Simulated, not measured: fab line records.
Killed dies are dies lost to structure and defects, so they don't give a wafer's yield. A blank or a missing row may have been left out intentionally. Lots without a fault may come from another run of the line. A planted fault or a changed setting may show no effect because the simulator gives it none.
fab line records	flow n5_finfet
record lots=7	wafers=21	last_day=18
route steps=1938 shown BEOL_M1@758 BEOL_M4@1111 PASSIVATION@1936
lots untouched by any fault: they come from a run of this same line in which no faults occurred
start_h: hours from the record's first day to the start of the lot's first wafer shown	wait_h: hours since the lot's step before	" same as the row above	L1.1+2: several wafers, shown together as one row	- no value, or no start was given	* or withheld: withheld	< > ~ a bound
route shown NAME@n: names a module that has steps shown in the file, with the first one's number in the route	usual: average and standard deviation across the fault-free wafers	same: alike in all rows	chamber/n: place in a boat	sites: per-site readings	_std_site: standard deviation across them	_edge_site: inner sites' mean taken away from outer sites' mean	radius_mm: how far each site lies from the wafer's centre	mask NAME#n: copy n	behind: tool/chamber where the wafer was last shaped	hold: reason for holding the lot/hours on hold/outcome of the hold	device: transistor that didn't switch, given as n, p or np	end of line: tests of these same wafers at the route's end	for a step that has no rows: nothing shown but its recipe	killed: dies lost to structure and defects at the first sort, not the wafer's yield	map: a wafer's dies, x killed, . not, _ none there
set.NAME: setting as actually run; set.NAME@STEP: the setting as run at that earlier step	model.NAME: the simulator's own value behind a step, which no gauge read
certain route steps with their lots: each step a table, each wafer a row
services: a tool's chamber out of use, with start hour (start_h, from the record's first day; less than 0 if before it), hours out, and reason
## steps
# step N5_BEOL_M1_COAT_05
# recipe resist=CAR-EUV	spin_rpm=1500	resist_thk_nm=30
# step N5_BEOL_M1_EBR_07
# recipe solvent=PGMEA	ebr_width_mm=1.5
# step N5_BEOL_M1_SOFTBAKE_06
# recipe temp_c=110	time_s=60	resist=CAR-EUV
# step N5_BEOL_M1_EXPOSE_08
# recipe mask_id=M1	na=0.33	source_shape=dipole	sigma_inner=0.369	sigma_outer=0.767	polarization=unpolarized	dose_mj=33
# step N5_BEOL_M1_PEB_09
# recipe peb_temp_c=100	peb_time_s=60	resist=CAR-EUV
# step N5_BEOL_M1_DEVELOP_10
# recipe develop_time_s=30	developer=TMAH	resist=CAR-EUV	rinse_liquid=surfactant_rinse	dry=air_spin	dev_temp_c=23
# step N5_BEOL_M1_CD_MEAS_11
# recipe target_cd_nm=17.05	landing_energy_ev=500	detector=se_inlens	polarity=opening
# usual cd_nm=17.05/0.24
lot.wafer	tool	chamber	start_h	wait_h	cd_nm
L202.3	cd_sem-02	0	131.84	-	17.12
L202.5	"	0	"	"	17.22
L202.6	"	0	"	"	17.10
L206.1	cd_sem-03	0	159.69	-	16.86
L206.2	"	0	"	"	16.85
L206.4	"	0	"	"	16.92
L207.1	cd_sem-03	0	167.16	-	16.94
L207.5	"	0	"	"	16.62
L207.6	"	0	"	"	16.78
L208.1	cd_sem-03	0	175.47	-	16.52
L208.3	"	0	"	"	16.93
L208.5	"	0	"	"	16.70
L209.4	cd_sem-01	0	179.43	-	16.87
L209.5	"	0	"	"	17.17
L209.6	"	0	"	"	17.02
L214.2	cd_sem-03	0	214.30	-	16.96
L214.3	"	0	"	"	16.54
L214.5	"	0	"	"	17.08
L223.2	cd_sem-02	0	269.96	-	16.77
L223.4	"	0	"	"	17.09
L223.6	"	0	"	"	16.71
# step N5_BEOL_M1_OVL_MEAS_12
# recipe points_per_wafer=522
# usual M1_OVL=0.1/0.67
lot.wafer	tool	chamber	start_h	wait_h	M1_OVL[nm]
L202.3	overlay-01	0	131.88	0.0	-0.1
L202.5	"	0	"	"	0.7
L202.6	"	0	"	"	1.0
L206.1	overlay-02	0	159.72	0.0	-0.4
L206.2	"	0	"	"	-1.7
L206.4	"	0	"	"	-2.2
L207.1	overlay-02	0	167.19	0.0	0.4
L207.5	"	0	"	"	0.5
L207.6	"	0	"	"	-0.5
L208.1	overlay-02	0	175.50	0.0	0.6
L208.3	"	0	"	"	-0.3
L208.5	"	0	"	"	0.2
L209.4	overlay-01	0	179.48	0.0	1.3
L209.5	"	0	"	"	0.4
L209.6	"	0	"	"	0.6
L214.2	overlay-01	0	214.33	0.0	0.8
L214.3	"	0	"	"	0.0
L214.5	"	0	"	"	1.1
L223.2	overlay-02	0	269.99	0.0	0.4
L223.4	"	0	"	"	0.4
L223.6	"	0	"	"	0.4
# step N5_BEOL_M1_INSPECT_13
# recipe mode=adi	inspect_instrument=brightfield
# usual raw_defect_count=381/73
lot.wafer	tool	chamber	start_h	wait_h	raw_defect_count
L202.3	defect_inspect-02	-	131.93	0.0	308
L202.5	"	-	"	"	326
L202.6	"	-	"	"	253
L206.1	defect_inspect-01	-	159.78	0.1	425
L206.2	"	-	"	"	330
L206.4	"	-	"	"	323
L207.1	defect_inspect-01	-	167.25	0.1	439
L207.5	"	-	"	"	368
L207.6	"	-	"	"	501
L208.1	defect_inspect-02	-	175.56	0.1	422
L208.3	"	-	"	"	399
L208.5	"	-	"	"	378
L209.4	defect_inspect-01	-	179.52	0.0	389
L209.5	"	-	"	"	246
L209.6	"	-	"	"	342
L214.2	defect_inspect-02	-	214.39	0.0	277
L214.3	"	-	"	"	350
L214.5	"	-	"	"	238
L223.2	defect_inspect-02	-	270.04	0.0	439
L223.4	"	-	"	"	458
L223.6	"	-	"	"	358
# step N5_BEOL_M1_DESCUM_16
# recipe chemistry=O2	time_s=7	source_power_w=50	bias_power_w=20	pressure_mtorr=20	rf_frequency_hz=2.712e+07	temp_c=40	resist=CAR-EUV	o2_flow_sccm=225
# usual drypump_motor_current_A=5.8/0.4	oes_product_au=0.76/0.082	rf_vpp_V=242.7/1.4	showerhead_plenum_p_Torr=2.06/0.065	temp_c=39.99/0.12	throttle_valve_pct=20.41/0.25
lot.wafer	tool	chamber	start_h	wait_h	drypump_motor_current_A	oes_product_au	rf_hours_counter_h	rf_vpp_V	showerhead_plenum_p_Torr	temp_c	throttle_valve_pct
L202.3	rie_diel-04	0	131.96	0.0	5.6	0.71	188	241.0	2.08	40.17	20.71
L202.5	"	1	"	"	6.1	0.76	-	244.1	2.18	40.18	20.26
L202.6	"	2	"	"	5.7	0.66	-	242.3	2.05	39.95	20.56
L206.1	rie_diel-03	1	159.82	0.0	4.7	0.67	248	243.2	2.14	39.96	20.50
L206.2	"	0	"	"	6.1	0.77	171	240.5	2.01	39.93	20.59
L206.4	"	3	"	"	6.2	0.81	99	242.6	2.02	39.89	20.42
L207.1	rie_diel-03	2	167.41	0.2	6.2	0.74	161	241.8	2.00	39.80	20.35
L207.5	"	3	"	"	6.2	0.80	-	243.7	2.02	40.28	20.42
L207.6	"	0	"	"	6.1	0.76	-	240.8	2.00	40.12	20.59
L208.1	rie_diel-03	0	175.60	0.0	6.1	0.76	176	242.1	2.00	39.88	20.60
L208.3	"	3	"	"	6.2	0.80	104	242.4	2.02	40.10	20.40
L208.5	"	2	"	"	6.2	0.74	-	242.5	2.00	40.01	20.35
L209.4	rie_diel-03	2	179.57	0.0	6.2	0.73	-	240.2	2.00	40.13	20.36
L209.5	"	0	"	"	6.1	0.76	-	242.4	2.00	39.85	20.59
L209.6	"	3	"	"	6.2	0.79	-	243.1	2.02	39.95	20.42
L214.2	rie_diel-04	2	214.42	0.0	5.7	0.97	4	242.4	2.05	40.03	20.22
L214.3	"	0	"	"	5.6	0.68	214	241.5	2.07	40.10	20.74
L214.5	"	3	"	"	5.8	0.71	-	242.4	2.07	39.82	20.63
L223.2	rie_diel-04	3	270.08	0.0	5.8	0.71	239	243.2	2.06	39.89	20.67
L223.4	"	1	"	"	6.1	0.73	188	244.1	2.17	39.89	20.33
L223.6	"	3	"	"	5.8	0.71	-	243.0	2.06	40.02	20.65
# step N5_BEOL_M1_ETCH_74
# recipe chemistry=N2/H2	target=underlayer	target_depth_a=65	mask_material=CAR-EUV	time_s=5.2	ion_energy_ev=200	pressure_mtorr=30	source_w=840	bias_w=150	n2_flow_sccm=200	h2_flow_sccm=200	ends=cleared
# usual bias_w=150.1/0.46	drypump_motor_current_A=5.8/0.4	etch_rf_on_time_s=5.22/0.084	oes_product_au=0.65/0.07	rf_vpp_V=522.9/2.5	showerhead_plenum_p_Torr=2.51/0.081	throttle_valve_pct=17.86/0.23
lot.wafer	tool	chamber	start_h	wait_h	bias_w	drypump_motor_current_A	etch_rf_on_time_s	oes_product_au	rf_hours_counter_h	rf_vpp_V	showerhead_plenum_p_Torr	throttle_valve_pct
L202.3	rie_diel-04	0	132.00	0.0	149.8	5.6	5.29	0.60	188	522.8	2.53	18.09
L202.5	"	1	"	"	150.2	6.1	5.20	0.65	-	528.1	2.66	17.75
L202.6	"	2	"	"	149.4	5.7	5.37	0.57	-	523.9	2.50	18.04
L206.1	rie_diel-03	1	159.85	0.0	150.0	4.7	5.14	0.57	248	525.6	2.60	17.94
L206.2	"	0	"	"	150.7	6.1	5.15	0.64	171	518.4	2.43	17.85
L206.4	"	3	"	"	150.2	6.2	5.17	0.69	99	521.6	2.46	17.84
L207.1	rie_diel-03	2	167.44	0.0	149.6	6.2	5.21	0.63	161	520.0	2.44	17.94
L207.5	"	3	"	"	150.6	6.2	5.19	0.68	-	521.0	2.46	17.84
L207.6	"	0	"	"	150.6	6.1	5.20	0.65	-	521.2	2.43	17.87
L208.1	rie_diel-03	0	175.63	0.0	150.3	6.1	5.28	0.64	176	521.1	2.43	17.86
L208.3	"	3	"	"	150.2	6.2	5.17	0.69	104	520.9	2.46	17.83
L208.5	"	2	"	"	150.6	6.2	5.26	0.63	-	523.6	2.44	17.97
L209.4	rie_diel-03	2	179.60	0.0	150.7	6.2	5.25	0.62	-	518.9	2.44	17.95
L209.5	"	0	"	"	150.1	6.1	5.28	0.64	-	520.6	2.42	17.87
L209.6	"	3	"	"	149.6	6.2	5.27	0.68	-	522.2	2.46	17.84
L214.2	rie_diel-04	2	214.46	0.0	150.2	5.7	5.18	0.82	4	523.2	2.49	17.67
L214.3	"	0	"	"	150.1	5.6	5.29	0.58	214	522.8	2.51	18.14
L214.5	"	3	"	"	150.2	5.8	5.27	0.61	-	524.1	2.51	18.11
L223.2	rie_diel-04	3	270.11	0.0	149.8	5.8	5.22	0.60	239	522.3	2.50	18.12
L223.4	"	1	"	"	150.2	6.1	5.32	0.63	188	528.7	2.64	17.85
L223.6	"	3	"	"	150.0	5.8	5.25	0.60	-	521.5	2.50	18.11
# step N5_BEOL_M1_ETCH_63
# recipe chemistry=CF4	target=SiARC	target_depth_a=156	mask_material=CAR-EUV	time_s=26	ion_energy_ev=80	pressure_mtorr=40	source_w=545	bias_w=36	Ar_flow_sccm=100	cf4_flow_sccm=100	ends=cleared
# usual bias_w=36.00/0.12	cf4_flow_sccm=100.0/0.31	drypump_motor_current_A=5.8/0.4	etch_rf_on_time_s=26.0/0.4	mfc_ar_sccm=100.0/0.31	oes_product_au=0.65/0.071	rf_vpp_V=183.7/1.1	showerhead_plenum_p_Torr=2.12/0.064	throttle_valve_pct=15.63/0.24
lot.wafer	tool	chamber	start_h	wait_h	bias_w	cf4_flow_sccm	drypump_motor_current_A	etch_rf_on_time_s	mfc_ar_sccm	oes_product_au	rf_hours_counter_h	rf_vpp_V	showerhead_plenum_p_Torr	throttle_valve_pct
L202.3	rie_diel-04	0	132.02	0.0	36.05	100.0	5.6	26.2	99.6	0.60	188	184.2	2.13	15.91
L202.5	"	1	"	"	36.07	99.8	6.1	26.2	99.9	0.66	-	183.9	2.23	15.50
L202.6	"	2	"	"	36.18	99.6	5.7	26.7	100.2	0.58	-	184.0	2.12	15.89
L206.1	rie_diel-03	1	159.87	0.0	35.88	100.3	4.7	26.0	99.5	0.57	248	184.2	2.19	15.78
L206.2	"	0	"	"	35.96	99.6	6.1	26.1	99.9	0.65	171	182.9	2.05	15.74
L206.4	"	3	"	"	35.76	100.0	6.2	25.8	100.2	0.69	99	184.1	2.08	15.57
L207.1	rie_diel-03	2	167.46	0.0	36.01	100.7	6.1	25.9	99.9	0.63	161	182.3	2.06	15.61
L207.5	"	3	"	"	35.89	99.6	6.2	26.0	100.4	0.68	-	183.1	2.07	15.56
L207.6	"	0	"	"	36.07	100.1	6.1	26.1	100.1	0.64	-	182.7	2.05	15.74
L208.1	rie_diel-03	0	175.65	0.0	35.98	100.1	6.1	26.0	99.9	0.64	176	184.1	2.05	15.75
L208.3	"	3	"	"	36.02	100.2	6.2	26.1	99.3	0.68	104	183.7	2.07	15.57
L208.5	"	2	"	"	36.10	100.8	6.2	25.9	99.5	0.62	-	184.0	2.06	15.63
L209.4	rie_diel-03	2	179.62	0.0	36.13	99.7	6.2	26.3	100.5	0.62	-	182.7	2.06	15.61
L209.5	"	0	"	"	35.96	100.0	6.1	26.1	100.4	0.65	-	183.1	2.05	15.74
L209.6	"	3	"	"	36.05	100.1	6.2	26.1	100.1	0.69	-	184.4	2.07	15.56
L214.2	rie_diel-04	2	214.47	0.0	36.21	100.2	5.7	25.8	100.2	0.84	4	183.2	2.12	15.45
L214.3	"	0	"	"	36.05	99.4	5.6	26.3	100.0	0.59	214	183.1	2.12	15.97
L214.5	"	3	"	"	35.90	100.1	5.8	26.3	100.4	0.61	-	184.4	2.11	15.83
L223.2	rie_diel-04	3	270.13	0.0	35.83	99.8	5.8	26.0	100.0	0.60	239	183.1	2.11	15.90
L223.4	"	1	"	"	36.03	99.9	6.1	26.3	99.8	0.62	188	184.9	2.21	15.59
L223.6	"	3	"	"	35.77	100.0	5.8	26.1	99.5	0.60	-	183.4	2.11	15.89
# step N5_BEOL_M1_ETCH_64
# recipe chemistry=N2/H2	target=SOC	target_depth_a=750	overetch_a=150	mask_material=SiARC	temp_c=40	time_s=112.5	ion_energy_ev=200	pressure_mtorr=30	source_w=840	bias_w=150	n2_flow_sccm=200	h2_flow_sccm=200
# usual bias_w=150.0/0.4	drypump_motor_current_A=5.8/0.4	oes_product_au=0.60/0.062	rf_vpp_V=523.0/2.4	showerhead_plenum_p_Torr=2.51/0.081	temp_c=39.98/0.12	throttle_valve_pct=17.82/0.23
lot.wafer	tool	chamber	start_h	wait_h	bias_w	drypump_motor_current_A	oes_product_au	rf_hours_counter_h	rf_vpp_V	showerhead_plenum_p_Torr	temp_c	throttle_valve_pct	model.SiARC_of_BEOL_M1_COAT_62.thk_nm
L202.3	rie_diel-04	0	132.04	0.0	149.8	5.6	0.57	188	524.5	2.53	39.87	18.08	6.8
L202.5	"	1	"	"	149.4	6.1	0.61	-	527.5	2.66	39.71	17.71	6.8
L202.6	"	2	"	"	149.4	5.7	0.54	-	521.9	2.50	40.01	18.02	7
L206.1	rie_diel-03	1	159.90	0.0	150.1	4.7	0.53	248	524.8	2.60	39.88	17.89	6.8
L206.2	"	0	"	"	150.0	6.1	0.60	171	519.2	2.43	39.96	17.80	6.8
L206.4	"	3	"	"	150.1	6.2	0.64	99	522.6	2.46	40.06	17.78	6.8
L207.1	rie_diel-03	2	167.49	0.0	197.7	6.2	0.58	161	617.0	2.44	40.00	17.89	5
L207.5	"	3	"	"	196.9	6.2	0.64	-	620.6	2.46	40.01	17.81	5
L207.6	"	0	"	"	197.6	6.1	0.60	-	619.4	2.43	39.89	17.83	4.8
L208.1	rie_diel-03	0	175.68	0.0	197.9	6.1	0.60	176	619.7	2.42	39.77	17.83	4.8
L208.3	"	3	"	"	197.2	6.2	0.63	104	621.6	2.46	40.13	17.81	5
L208.5	"	2	"	"	198.0	6.2	0.58	-	618.8	2.44	40.07	17.90	5
L209.4	rie_diel-03	2	179.69	0.1	197.2	6.2	0.57	-	619.0	2.44	39.85	17.91	5
L209.5	"	0	"	"	197.3	6.1	0.60	-	618.4	2.42	39.98	17.82	5
L209.6	"	3	"	"	197.4	6.2	0.63	-	620.3	2.46	40.20	17.80	5
L214.2	rie_diel-04	2	214.50	0.0	150.4	5.7	0.76	4	521.7	2.49	39.84	17.62	6.6
L214.3	"	0	"	"	149.8	5.6	0.55	214	522.8	2.51	40.03	18.12	6.8
L214.5	"	3	"	"	149.7	5.9	0.57	-	523.1	2.51	40.05	18.05	6.8
L223.2	rie_diel-04	3	270.16	0.0	150.3	5.8	0.56	239	522.6	2.50	39.95	18.08	6.8
L223.4	"	1	"	"	150.5	6.1	0.58	188	525.0	2.64	39.90	17.79	6.8
L223.6	"	3	"	"	149.9	5.8	0.57	-	523.2	2.50	39.97	18.08	6.8
# step N5_BEOL_M1_STRIP_65
# recipe chemistry=N2/H2	temp_c=40	n2_flow_sccm=200	h2_flow_sccm=200	rf_frequency_hz=6e+07
# step N5_BEOL_M4_RC_MEAS_101
# usual DIBL_N=35.7/1.3	DIBL_P=35.4/1.8	IOFF_N=0.152/0.027	IOFF_P=0.20/0.034	ION_N=672/9.8	ION_P=461/7.5	SS_N=71.4/0.55	SS_P=73.1/0.61	VT_N=251/3.3	VT_P=-251/3.6
lot.wafer	tool	chamber	start_h	wait_h	DIBL_N[mV/V]	DIBL_P[mV/V]	IOFF_N[nA/um]	IOFF_P[nA/um]	ION_N[uA/um]	ION_P[uA/um]	SS_N[mV/dec]	SS_P[mV/dec]	VT_N[mV]	VT_P[mV]
L202.3	prober-01	0	179.43	0.3	39.0	38.2	0.225	0.31	685	475	72.1	74.8	245	-246
L202.5	"	0	"	"	36.1	35.0	0.169	0.24	681	467	71.7	72.7	251	-247
L202.6	"	0	"	"	36.5	35.2	0.172	0.24	666	461	71.9	73.0	248	-247
L206.1	prober-02	0	200.27	0.0	35.6	37.1	0.164	0.24	684	474	70.8	73.0	247	-245
L206.2	"	0	"	"	34.1	34.2	0.130	0.18	675	462	70.5	72.3	253	-247
L206.4	"	0	"	"	34.6	35.8	0.146	0.21	675	464	71.0	72.0	249	-247
L207.1	prober-02	0	209.67	0.0	34.2	34.1	0.131	0.17	672	455	71.4	72.0	252	-253
L207.5	"	0	"	"	36.0	36.0	0.155	0.21	683	469	71.6	73.5	249	-250
L207.6	"	0	"	"	35.6	35.7	0.154	0.20	672	462	71.8	73.9	248	-250
L208.1	prober-02	0	218.32	0.4	34.5	33.5	0.130	0.18	682	465	71.4	72.8	254	-254
L208.3	"	0	"	"	35.4	34.2	0.139	0.19	668	459	71.7	73.3	254	-248
L208.5	"	0	"	"	33.3	31.3	0.104	0.15	652	453	72.0	71.6	258	-254
L209.4	prober-02	0	219.71	0.8	34.9	33.3	0.118	0.18	669	458	70.9	72.5	255	-251
L209.5	"	0	"	"	36.4	35.8	0.147	0.21	677	464	71.2	73.4	253	-249
L209.6	"	0	"	"	36.7	35.9	0.145	0.21	673	462	71.8	72.8	249	-249
L214.2	prober-01	0	260.74	0.2	36.5	36.6	0.170	0.22	673	462	72.3	72.7	250	-250
L214.3	"	0	"	"	34.8	33.9	0.130	0.18	656	457	72.4	72.2	252	-253
L214.5	"	0	"	"	38.1	38.5	0.192	0.25	676	458	72.1	74.1	249	-248
L223.2	prober-02	0	318.63	0.2	33.7	33.3	0.112	0.18	669	470	70.2	72.8	255	-250
L223.4	"	0	"	"	32.7	31.1	0.097	0.15	661	459	71.1	72.6	258	-252
L223.6	"	0	"	"	32.1	30.5	0.093	0.16	651	457	70.2	72.6	257	-253
# step N5_PASSIVATION_PROBE_49
# usual defect_limited_yield=91.5/1.3	killed_at_M0_to_M3=33/11	killed_at_M4_up=14/5.3	killed_at_contacts=11/6.3	killed_at_front_end=38/10	killed_at_other=3.7/2.8	killed_dies=101/16	killed_open=67/12	killed_short=32/7.4	sort_bin_5_function=5.0/0.86	sort_bin_6_memory=3.2/0.69	sort_n_pass=1079/16	sort_yield_pct=91.5/1.3
# same gross_dies=1180	killed_at_back_side=0	sort_bin_4_leakage[%]=0	sort_bin_8_speed[%]=0
lot.wafer	tool	chamber	start_h	wait_h	defect_limited_yield[%]	killed_at_M0_to_M3	killed_at_M4_up	killed_at_contacts	killed_at_front_end	killed_at_other	killed_dies	killed_open	killed_short	sort_bin_5_function[%]	sort_bin_6_memory[%]	sort_n_pass	sort_yield_pct[%]
L209.4	prober-02	-	312.28	0.2	89.2	47	10	15	47	8	127	87	38	5.9	4.2	1053	89.2
L209.5	prober-02	-	312.33	0.2	91.4	40	12	7	36	7	102	67	32	5.5	2.5	1078	91.4
L209.6	prober-02	-	312.38	0.3	89.5	40	10	17	47	10	124	82	40	5.4	4.7	1056	89.5
# killed by level:class
L209.4 STI_FIN_REVEAL:geometric_particle:open=18 BEOL_M0_SAQP:geometric_particle:open=14 MOL_CONTACT_COAG:geometric_particle:open=12 BEOL_M0_SAQP:geometric_particle:short=12 BEOL_M3:geometric_particle:open=11 FIN_SAQP:geometric_particle:open=9 MIM_TOP_ETCH:geometric_particle:open=6 STARTING-WAFER:geometric_particle:open=5
L209.5 BEOL_M3:geometric_particle:open=13 BEOL_M2:geometric_particle:open=8 FIN_SAQP:geometric_particle:open=7 BEOL_M0_SAQP:geometric_particle:short=7 BEOL_M1:geometric_particle:open=7 DUMMY_GATE:geometric_particle:open=6 STI_FIN_REVEAL:geometric_particle:open=6 FIN_SAQP:geometric_particle:short=5
L209.6 FIN_SAQP:geometric_particle:open=14 MOL_CONTACT_COAG:geometric_particle:open=14 BEOL_M3:geometric_particle:open=14 FIN_SAQP:geometric_particle:short=9 BEOL_M4:geometric_particle:open=7 BEOL_M1:geometric_particle:open=6 BEOL_M2:geometric_particle:open=6 STI_FIN_REVEAL:geometric_particle:open=5
## services
tool	chamber	start_h	hours	kind
rie_diel-03	1	170.57	-	clean
rie_diel-03	1	170.57	-	consumable_replace:focus_ring
rie_diel-03	1	170.57	23.4	scheduled_down
rie_diel-03	1	170.57	23.4	vent_cycle
rie_diel-04	2	185.70	-	clean
rie_diel-04	2	185.70	-	consumable_replace:focus_ring
rie_diel-04	2	185.70	13.5	scheduled_down
rie_diel-04	2	185.70	13.5	vent_cycle
rie_diel-04	2	250.08	2.5	repair
rie_diel-04	3	257.50	8.1	repair
## key
first_sign step=N5_BEOL_M1_ETCH_64	reading=bias_w	direction=up	sigmas=99+	usual=*	struck=*
effect step=N5_BEOL_M1_ETCH_64	reading=rf_vpp_V	direction=up	sigmas=40	usual=523.0	struck=619.4
model_effect step=N5_BEOL_M1_ETCH_64	value=SiARC_of_BEOL_M1_COAT_62.thk_nm	without=6.844	struck=4.956
met_at N5_BEOL_M1_ETCH_64
struck_wafers L207.1,L207.5,L207.6,L208.1,L208.3,L208.5,L209.4,L209.5,L209.6
onset_between 159.90 167.49
fault kind=process_parameter_drift	tool=rie_diel-03	chamber=-	onset_h=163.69	steps=N5_BEOL_M1_ETCH_64	channel=bias_w	offset=*	shape=step	end_h=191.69	acts_in=*	stated=*
